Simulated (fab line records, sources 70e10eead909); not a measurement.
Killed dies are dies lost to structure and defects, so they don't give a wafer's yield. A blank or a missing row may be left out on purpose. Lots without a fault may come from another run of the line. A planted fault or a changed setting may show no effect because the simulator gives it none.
Which tool did it? | flow nand_harc | 6 lots, 18 wafers sampled, at 4 steps of a route of 1159

WHAT THE GAUGES READ, wafer by wafer
NHARC_P_M1_CD_MEAS_09: target cd 130 nm.
lot  | measured     | on        | cd_nm (nm)
L210 | day 6 17:21  | cd_sem-03 | 130.5 130.4 130.7
L213 | day 7 13:05  | cd_sem-01 | 127.2 129.3 129.2
L217 | day 8 10:22  | cd_sem-03 | 128.3 136.6 129.9
L225 | day 10 14:44 | cd_sem-03 | 130.1 129.7 128.7
L226 | day 10 16:40 | cd_sem-03 | 129.2 130.0 128.7
L230 | day 11 22:20 | cd_sem-03 | 130.7 130.5 131.1

WHICH TOOL RAN EACH LOT (tool, then ch and the chambers of the sampled wafers, then the start)
lot  | NHARC_P_M0_STRIP_18                | NHARC_P_M0_ANNEAL_30             | NHARC_P_M1_PEB_07
L210 | rie_diel-07 ch 0,1,3, day 6 13:52  | rtp_anneal-02 ch 0, day 6 15:12  | litho_track-06 ch 0, day 6 17:16
L213 | rie_diel-11 ch 0,1,2, day 7 09:37  | rtp_anneal-02 ch 0, day 7 10:54  | litho_track-01 ch 0, day 7 13:01
L217 | rie_diel-04 ch 0,1, day 8 06:55    | rtp_anneal-01 ch 0, day 8 08:10  | litho_track-01 ch 0, day 8 10:18
L225 | rie_diel-11 ch 0,2,3, day 10 11:16 | rtp_anneal-01 ch 0, day 10 12:40 | litho_track-04 ch 0, day 10 14:39
L226 | rie_diel-11 ch 2,3, day 10 13:10   | rtp_anneal-02 ch 0, day 10 14:33 | litho_track-04 ch 0, day 10 16:35
L230 | rie_diel-07 ch 0,2,3, day 11 18:50 | rtp_anneal-02 ch 0, day 11 20:09 | litho_track-06 ch 0, day 11 22:14
- NHARC_P_M0_STRIP_18: strips in N2/H2.
- NHARC_P_M0_ANNEAL_30: time 90 s.
- NHARC_P_M1_PEB_07: peb time 65 s.

THE ANSWER, worked out from the rows above alone
Rule: what is usual is taken from the lots themselves. Put in order of their means at a reading, lots are off if they are a third of the lots or fewer, leave a main group of 4 or more, and stand apart from it by a gap of 3 or more times the standard deviation of the main group's means; of several such gaps the widest counts. A main group whose means are all the same, to the digits that the tables above print for the reading, isn't used. A lot without any number at a reading at which 4 lots or more have one is off too. The other lots that the step has rows for count as sound.
No lot is off at any reading shown: from this, nothing can be told.

WHAT THE SIMULATOR HAD PUT IN
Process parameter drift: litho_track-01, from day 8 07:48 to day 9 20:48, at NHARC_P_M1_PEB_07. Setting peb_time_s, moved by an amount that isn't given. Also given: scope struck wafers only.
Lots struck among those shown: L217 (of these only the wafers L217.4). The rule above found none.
